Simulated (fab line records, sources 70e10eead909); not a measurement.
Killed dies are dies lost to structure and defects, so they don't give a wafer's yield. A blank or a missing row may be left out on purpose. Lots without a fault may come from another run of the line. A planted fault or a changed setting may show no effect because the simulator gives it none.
Which tool did it? | flow nand_harc | 24 lots, 72 wafers sampled, at 5 steps of a route of 1159

WHAT THE GAUGES READ, wafer by wafer
NHARC_A_SGD_CUT_OVL_MEAS_10. Usual: overlay_x_nm 0.1 nm, standard deviation 0.92; overlay_y_nm 0.0 nm, standard deviation 0.74.
lot  | measured     | on         | overlay_x_nm (nm) | overlay_y_nm (nm) | flag
L074 | day 13 03:31 | overlay-02 | 1.5 1.9 1.9       | -0.3 0.1 -1.0     |
L075 | day 14 11:58 | overlay-02 | -0.8 -0.3 -1.5    | 0.5 0.3 0.0       |
L077 | day 14 12:15 | overlay-01 | 0.6 1.1 0.8       | -1.6 -1.0 -1.0    |
L078 | day 14 14:25 | overlay-01 | 0.2 0.5 0.7       | 1.1 1.4 1.1       |
L076 | day 14 14:46 | overlay-01 | -1.4 -1.0 -1.7    | 0.0 0.1 0.3       |
L079 | day 14 12:06 | overlay-02 | -0.9 -1.3 -1.0    | 0.0 0.7 -0.3      |
L081 | day 16 03:39 | overlay-01 | -1.1 -1.1 -0.5    | 0.3 0.3 0.2       |
L082 | day 16 05:29 | overlay-02 | 0.2 0.1 0.4       | -0.2 -1.0 -1.2    |
L080 | day 16 06:32 | overlay-01 | 0.9 0.4 0.6       | -0.2 -0.1 0.2     |
L084 | day 16 03:58 | overlay-02 | 1.1 1.1 0.9       | 1.0 0.4 0.3       |
L083 | day 16 03:23 | overlay-02 | -0.2 -0.2 -0.7    | 0.2 0.0 -0.3      |
L088 | day 16 18:08 | overlay-01 | 1.9 1.4 1.7       | -1.4 -1.5 -1.0    |
L086 | day 16 16:25 | overlay-02 | -0.5 -1.2 -0.7    | 1.0 0.6 0.2       |
L085 | day 16 16:49 | overlay-01 | 0.0 -0.2 -0.3     | 0.6 0.6 0.8       |
L087 | day 17 09:42 | overlay-02 | 0.4 0.5 1.2       | 0.4 0.7 0.3       |
L089 | day 17 09:51 | overlay-01 | -0.8 -0.8 -1.0    | 1.0 0.4 0.4       |
L090 | day 17 10:07 | overlay-02 | 1.3 1.4 0.9       | 0.4 0.7 0.0       |
L091 | day 18 02:32 | overlay-02 | 0.6 1.0 0.7       | -0.5 -0.6 -0.4    |
L092 | day 18 02:49 | overlay-01 | -0.5 -0.1 0.1     | -0.1 0.1 0.3      |
L093 | day 20 16:46 | overlay-02 | 0.0 0.5 -0.1      | 1.0 1.1 1.7       |
L094 | day 20 14:37 | overlay-02 | 0.7 0.6 0.5       | -1.5 -1.2 -1.4    |
L096 | day 20 16:06 | overlay-02 | -0.5 -0.8 -1.1    | -0.4 -0.3 -0.5    |
L095 | day 20 18:44 | overlay-02 | 0.8 1.3 0.7       | -0.8 -0.5 -0.1    |
L097 | day 20 14:48 | overlay-02 | 0.4 1.1 0.9       | 0.6 0.7 0.7       |

WHICH TOOL RAN EACH LOT (tool, then ch and the chambers of the sampled wafers, then the start)
lot  | NHARC_A_STAIRCASE_ETCHBACK_416                | NHARC_A_STAIRCASE_ETCH_444         | NHARC_A_STAIRCASE_CMP_152     | NHARC_A_STAIRCASE_CMP_472
L074 | rie_diel-13 ch 1,2, day 12 21:14 or earlier   | rie_diel-09 ch 0,3, day 12 21:14   | cmp-02 ch 0,1,3, day 13 00:53 | cmp-04 ch 0,1, day 13 02:14
L075 | rie_diel-09 ch 1,2,3, day 14 05:53 or earlier | rie_diel-11 ch 1,2, day 14 05:53   | cmp-03 ch 1,2, day 14 09:02   | cmp-03 ch 1,3, day 14 10:38
L077 | rie_diel-09 ch 0,1,3, day 14 06:22 or earlier | rie_diel-09 ch 0,1,3, day 14 06:22 | cmp-02 ch 1,2, day 14 09:26   | cmp-03 ch 0,1,2, day 14 10:57
L078 | rie_diel-11 ch 1,2, day 14 08:54 or earlier   | rie_diel-11 ch 1,3, day 14 08:54   | cmp-04 ch 0,1, day 14 11:49   | cmp-03 ch 1,2,3, day 14 13:13
L076 | rie_diel-09 ch 0,1, day 14 08:50 or earlier   | rie_diel-09 ch 0,2,3, day 14 08:50 | cmp-02 ch 0,2,3, day 14 12:07 | cmp-04 ch 0,1,3, day 14 13:30
L079 | rie_diel-13 ch 0,3, day 14 06:27 or earlier   | rie_diel-13 ch 0,2,3, day 14 06:27 | cmp-04 ch 2,3, day 14 09:10   | cmp-02 ch 0,3, day 14 10:45
L081 | rie_diel-13 ch 0,2,3, day 15 21:32 or earlier | rie_diel-13 ch 0,1,2, day 15 21:32 | cmp-02 ch 0,1,2, day 16 00:27 | cmp-04 ch 1,2,3, day 16 02:28
L082 | rie_diel-11 ch 0,1,2, day 15 23:21 or earlier | rie_diel-09 ch 1,2,3, day 15 23:21 | cmp-02 ch 1,2, day 16 02:57   | cmp-02 ch 0,1,3, day 16 04:26
L080 | rie_diel-11 ch 0,1,2, day 16 00:29 or earlier | rie_diel-13 ch 0,1,2, day 16 00:29 | cmp-03 ch 0,1,3, day 16 03:54 | cmp-04 ch 0,2,3, day 16 05:19
L084 | rie_diel-13 ch 1,2, day 15 21:20 or earlier   | rie_diel-09 ch 1,2,3, day 15 21:20 | cmp-03 ch 1,2, day 16 00:56   | cmp-03 ch 1,2,3, day 16 02:47
L083 | rie_diel-11 ch 0,3, day 15 21:12 or earlier   | rie_diel-11 ch 2,3, day 15 21:12   | cmp-04 ch 0,3, day 16 00:21   | cmp-03 ch 0,1, day 16 02:17
L088 | rie_diel-09 ch 0,1,3, day 16 13:05 or earlier | rie_diel-13 ch 0,2,3, day 16 13:05 | cmp-03 ch 0,1,2, day 16 15:32 | cmp-03 ch 1,2, day 16 16:55
L086 | rie_diel-13 ch 1,3, day 16 11:13 or earlier   | rie_diel-13 ch 0,1,3, day 16 11:13 | cmp-02 ch 1,2, day 16 13:55   | cmp-02 ch 2,3, day 16 15:18
L085 | rie_diel-09 ch 0,3, day 16 11:32 or earlier   | rie_diel-09 ch 0,1,2, day 16 11:32 | cmp-03 ch 0,3, day 16 14:12   | cmp-02 ch 1,2, day 16 15:35
L087 | rie_diel-11 ch 1,2,3, day 17 04:34 or earlier | rie_diel-09 ch 1,2,3, day 17 04:34 | cmp-02 ch 0,2,3, day 17 07:02 | cmp-04 ch 1,2, day 17 08:29
L089 | rie_diel-09 ch 1,2,3, day 17 04:01 or earlier | rie_diel-11 ch 0,1,3, day 17 04:01 | cmp-03 ch 0,1,2, day 17 07:12 | cmp-03 ch 0,2,3, day 17 08:36
L090 | rie_diel-11 ch 0,3, day 17 04:52 or earlier   | rie_diel-13 ch 0,1,3, day 17 04:52 | cmp-04 ch 2,3, day 17 07:32   | cmp-04 ch 0,1,3, day 17 08:56
L091 | rie_diel-09 ch 0,2,3, day 17 21:02 or earlier | rie_diel-09 ch 0,1,2, day 17 21:02 | cmp-04 ch 0,2,3, day 17 23:56 | cmp-02 ch 1,2,3, day 18 01:19
L092 | rie_diel-09 ch 1,2,3, day 17 21:19 or earlier | rie_diel-13 ch 1,2, day 17 21:19   | cmp-04 ch 0,3, day 18 00:13   | cmp-03 ch 2,3, day 18 01:35
L093 | rie_diel-11 ch 0,1, day 20 10:32 or earlier   | rie_diel-13 ch 2,3, day 20 10:32   | cmp-03 ch 0,3, day 20 14:09   | cmp-03 ch 0,1,2, day 20 15:34
L094 | rie_diel-13 ch 0,1,2, day 20 09:25 or earlier | rie_diel-13 ch 1,2,3, day 20 09:25 | cmp-02 ch 2,3, day 20 11:51   | cmp-02 ch 0,1,2, day 20 13:35
L096 | rie_diel-11 ch 1,2,3, day 20 10:19 or earlier | rie_diel-11 ch 2,3, day 20 10:19   | cmp-02 ch 0,3, day 20 13:27   | cmp-03 ch 0,1,2, day 20 14:55
L095 | rie_diel-11 ch 2,3, day 20 12:26 or earlier   | rie_diel-13 ch 1,2, day 20 12:26   | cmp-02 ch 0,2, day 20 16:04   | cmp-03 ch 0,1,2, day 20 17:31
L097 | rie_diel-09 ch 0,1,2, day 20 08:53 or earlier | rie_diel-11 ch 0,2, day 20 08:53   | cmp-02 ch 0,2,3, day 20 12:02 | cmp-03 ch 0,1,2, day 20 13:34
- NHARC_A_STAIRCASE_ETCHBACK_416: etches the open film in C4F8/O2/Ar, target depth 36 nm, time 7.2 s.
- NHARC_A_STAIRCASE_ETCH_444: etches the open film in C4F8/O2, target depth 10200 nm, time 3400 s.
- NHARC_A_STAIRCASE_CMP_152: polishes.
- NHARC_A_STAIRCASE_CMP_472: polishes SiO2.

WHAT THE TOOLS THEMSELVES READ (means of the sampled wafers that have a number; where no wafer has one, the mark that the record gives instead)
NHARC_A_STAIRCASE_ETCHBACK_416. Usual: oes_product_au 0.94 a.u., standard deviation 0.031; rf_vpp_V 723 V, standard deviation 4.5.
lot  | tool        | oes_product_au (a.u.) | rf_vpp_V (V) | flag
L074 | rie_diel-13 | 0.92                  | 719          |
L075 | rie_diel-09 | 0.92                  | 727          |
L077 | rie_diel-09 | 0.93                  | 724          |
L078 | rie_diel-11 | 0.93                  | 723          |
L076 | rie_diel-09 | 1.00                  | 723          |
L079 | rie_diel-13 | 1.00                  | 728          |
L081 | rie_diel-13 | 0.93                  | 724          |
L082 | rie_diel-11 | 0.94                  | 721          |
L080 | rie_diel-11 | 0.94                  | 721          |
L084 | rie_diel-13 | 0.93                  | 718          |
L083 | rie_diel-11 | 0.94                  | 719          |
L088 | rie_diel-09 | 0.92                  | 725          |
L086 | rie_diel-13 | 0.92                  | 727          |
L085 | rie_diel-09 | 0.93                  | 720          |
L087 | rie_diel-11 | 0.93                  | 722          |
L089 | rie_diel-09 | 1.00                  | 727          |
L090 | rie_diel-11 | 0.93                  | 718          |
L091 | rie_diel-09 | 0.93                  | 722          |
L092 | rie_diel-09 | 0.92                  | 726          |
L093 | rie_diel-11 | 0.93                  | 719          |
L094 | rie_diel-13 | 0.93                  | 721          |
L096 | rie_diel-11 | 1.00                  | 722          |
L095 | rie_diel-11 | 1.00                  | 721          |
L097 | rie_diel-09 | 0.92                  | 724          |

NHARC_A_STAIRCASE_ETCH_444. Usual: oes_product_au 0.932 a.u., standard deviation 0.014; rf_vpp_V 806 V, standard deviation 5.3.
lot  | tool        | oes_product_au (a.u.) | rf_vpp_V (V) | flag
L074 | rie_diel-09 | 0.957                 | 803          |
L075 | rie_diel-11 | 0.930                 | 807          |
L077 | rie_diel-09 | 0.927                 | 808          |
L078 | rie_diel-11 | 0.927                 | 805          |
L076 | rie_diel-09 | 0.940                 | 805          |
L079 | rie_diel-13 | 0.927                 | 807          |
L081 | rie_diel-13 | 0.924                 | 804          |
L082 | rie_diel-09 | 0.926                 | 809          |
L080 | rie_diel-13 | 0.939                 | 804          |
L084 | rie_diel-09 | 0.924                 | 811          |
L083 | rie_diel-11 | 0.928                 | 805          |
L088 | rie_diel-13 | 0.923                 | 808          |
L086 | rie_diel-13 | 0.925                 | 808          |
L085 | rie_diel-09 | 0.920                 | 808          |
L087 | rie_diel-09 | 0.923                 | 810          |
L089 | rie_diel-11 | 0.950                 | 804          |
L090 | rie_diel-13 | 0.927                 | 809          |
L091 | rie_diel-09 | 0.919                 | 808          |
L092 | rie_diel-13 | 0.929                 | 801          |
L093 | rie_diel-13 | 0.926                 | 810          |
L094 | rie_diel-13 | 0.974                 | 805          |
L096 | rie_diel-11 | 0.931                 | 803          |
L095 | rie_diel-13 | 0.931                 | 801          |
L097 | rie_diel-11 | 0.932                 | 803          |

NHARC_A_STAIRCASE_CMP_152. Usual: motor_current_A 12.0 A, standard deviation 1.3.
lot  | tool   | motor_current_A (A) | flag
L074 | cmp-02 | 12.2                |
L075 | cmp-03 | 12.9                |
L077 | cmp-02 | 10.2                |
L078 | cmp-04 | 11.9                |
L076 | cmp-02 | 12.1                |
L079 | cmp-04 | 12.5                |
L081 | cmp-02 | 11.4                |
L082 | cmp-02 | 10.3                |
L080 | cmp-03 | 12.5                |
L084 | cmp-03 | 12.9                |
L083 | cmp-04 | 10.7                |
L088 | cmp-03 | 12.4                |
L086 | cmp-02 | 10.3                |
L085 | cmp-03 | 13.1                |
L087 | cmp-02 | 12.0                |
L089 | cmp-03 | 12.7                |
L090 | cmp-04 | 12.4                |
L091 | cmp-04 | 11.8                |
L092 | cmp-04 | 10.9                |
L093 | cmp-03 | 13.0                |
L094 | cmp-02 | 10.8                |
L096 | cmp-02 | 13.1                |
L095 | cmp-02 | 12.9                |
L097 | cmp-02 | 12.0                |

NHARC_A_STAIRCASE_CMP_472. Usual: motor_current_A 12.2 A, standard deviation 1.2.
lot  | tool   | motor_current_A (A) | flag
L074 | cmp-04 | 11.4                |
L075 | cmp-03 | 13.1                |
L077 | cmp-03 | 12.8                |
L078 | cmp-03 | 13.1                |
L076 | cmp-04 | 11.4                |
L079 | cmp-02 | 13.2                |
L081 | cmp-04 | 12.2                |
L082 | cmp-02 | 12.4                |
L080 | cmp-04 | 11.6                |
L084 | cmp-03 | 13.0                |
L083 | cmp-03 | 11.9                |
L088 | cmp-03 | 12.9                |
L086 | cmp-02 | 11.5                |
L085 | cmp-02 | 10.8                |
L087 | cmp-04 | 12.7                |
L089 | cmp-03 | 12.4                |
L090 | cmp-04 | 11.1                |
L091 | cmp-02 | 11.5                |
L092 | cmp-03 | 13.3                |
L093 | cmp-03 | 12.6                |
L094 | cmp-02 | 11.4                |
L096 | cmp-03 | 12.3                |
L095 | cmp-03 | 12.5                |
L097 | cmp-03 | 12.5                |

THE ANSWER, worked out from the rows above alone
Rule: a lot is off if the mean of its wafers that have a number lies more than 3 standard deviations from the usual mean. A lot without any number at a reading at which 4 lots or more have one is off too. The other lots that the step has rows for count as sound. The gauges are gone through in route order, then the tools' own readings, and for those a lot's mean is taken as printed above. The first step at which some lot is off is used, and at that step the reading that is off furthest; a lot without a number counts as furthest.
No lot is off at any reading shown: from this, nothing can be told.

WHAT THE SIMULATOR HAD PUT IN
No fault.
